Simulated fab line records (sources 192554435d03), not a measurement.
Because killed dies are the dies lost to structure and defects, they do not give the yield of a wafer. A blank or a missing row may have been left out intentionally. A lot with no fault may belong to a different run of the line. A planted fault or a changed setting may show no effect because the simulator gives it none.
Chamber matching    flow n5Finfet    N5_BEOL_M6_CURE_74 on uvCure-02 has 3 sister chambers
The step cures SiCOH lowk, time 240 s. 3 wafers are shown with their chamber, then 7 later ones without.

WAFERS, EACH WITH ITS CHAMBER
wafer   chamber  wafer_temp_C_max
L079.6  2        387.6
L080.6  0        386.0
L086.4  1        386.4

WAFERS WHOSE CHAMBER IS MISSING
wafer   wafer_temp_C_max
L086.5  386.4
L088.1  386.4
L088.4  386.4
L088.6  386.5
L095.1  386.0
L095.3  386.4
L095.6  386.1

THE CHAMBER EACH PASSED THROUGH
wafer    from the rows above   in truth
L086.5   1                     1
L088.1   1                     1
L088.4   1                     1
L088.6   1                     1
L095.1   0                     0
L095.3   1                     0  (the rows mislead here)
L095.6   0                     0
Correct placement for 6 of the 7. Not placeable from these rows: 0. 1 placed wrongly.
How it was worked out, from the rows above alone: a wafer's distance from a chamber is the root of the sum, over the readings, of the square of ((its reading less the chamber's mean) divided by the reading's scatter). If the next closest chamber is less than 2 further off than the closest, the wafer can't be placed; otherwise it belongs to the closest. The mean given for a chamber averages the wafers shown for that chamber. The scatter (one wafer shown for each chamber): square how far every hidden wafer sits from the nearest shown wafer, average those squares and take the square root.
